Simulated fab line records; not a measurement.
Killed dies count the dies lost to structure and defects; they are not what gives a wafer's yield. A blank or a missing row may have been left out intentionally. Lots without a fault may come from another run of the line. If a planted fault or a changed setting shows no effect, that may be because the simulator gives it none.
Chamber matching    flow n5_finfet    rie_diel-05 running N5_BEOL_M10_STRIP_67: 4 sister chambers
The step strips in CF4. 20 wafers are shown with their chamber, then 10 later ones without.

== WAFERS WITH THEIR CHAMBER ==
wafer   chamber  drypump_motor_current_A (A)  throttle_valve_pct (%)  oes_product_au (a.u.)
L079.1  2        6.5                          13.78                   0.70
L079.2  0        6.0                          13.49                   0.75
L079.3  3        4.9                          13.04                   0.81
L079.4  1        6.4                          13.46                   0.88
L079.5  2        6.6                          13.79                   0.70
L079.6  1        6.4                          13.44                   0.87
L082.1  2        6.6                          13.82                   0.68
L082.2  3        4.9                          13.08                   0.80
L082.3  1        6.3                          13.47                   0.87
L082.4  2        6.6                          13.81                   0.68
L082.5  1        6.3                          13.46                   0.86
L082.6  3        4.9                          13.10                   0.80
L086.1  1        6.4                          13.48                   0.86
L086.3  0        6.0                          13.49                   0.74
L086.5  1        6.4                          13.49                   0.85
L087.1  2        6.6                          13.84                   0.68
L087.5  1        6.4                          13.50                   0.84
L087.6  0        6.0                          13.53                   0.73
L088.1  0        6.0                          13.53                   0.73
L088.3  1        6.3                          13.51                   0.84

SIGNATURES (means of the wafers above)
reading                  chamber 0  chamber 1  chamber 2  chamber 3  scatter within a chamber
drypump_motor_current_A  6.000      6.362      6.580      4.900      0.0409
throttle_valve_pct       13.5100    13.4763    13.8080    13.0733    0.0244
oes_product_au           0.7375     0.8588     0.6880     0.8033     0.012
Rule: for each reading, subtract the chamber's mean from the wafer's reading, divide by that reading's scatter and square the result; add these up over the readings and take the root, which gives the wafer's distance from the chamber. The wafer belongs to the nearest chamber; if the next one is less than 2 further off, it can't be placed. How the scatter is found: for the shown wafers, subtract from each reading the mean of its chamber, square and add these, divide the total by (wafers less chambers), then take the root.

== WAFERS WITH NO CHAMBER GIVEN ==
wafer   drypump_motor_current_A (A)  throttle_valve_pct (%)  oes_product_au (a.u.)
L088.4  4.9                          13.13                   0.78
L094.1  6.3                          13.53                   0.83
L094.5  6.3                          13.52                   0.83
L094.6  6.0                          13.54                   0.72
L097.1  6.6                          13.31                   0.93
L097.2  4.9                          13.18                   0.76
L097.3  6.0                          13.58                   0.72
L097.4  6.4                          13.56                   0.82
L097.5  6.6                          13.30                   0.93
L097.6  6.4                          13.54                   0.82

== THE CHAMBER EACH PASSED THROUGH ==
wafer    from the rows above   in truth
L088.4   3                     3
L094.1   1                     1
L094.5   1                     1
L094.6   0                     0
L097.1   1                     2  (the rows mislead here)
L097.2   3                     3
L097.3   0                     0
L097.4   1                     1
L097.5   1                     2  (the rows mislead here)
L097.6   1                     1
8 of 10 placed correctly. Number that these rows cannot place: 0. Wrongly placed: 2.
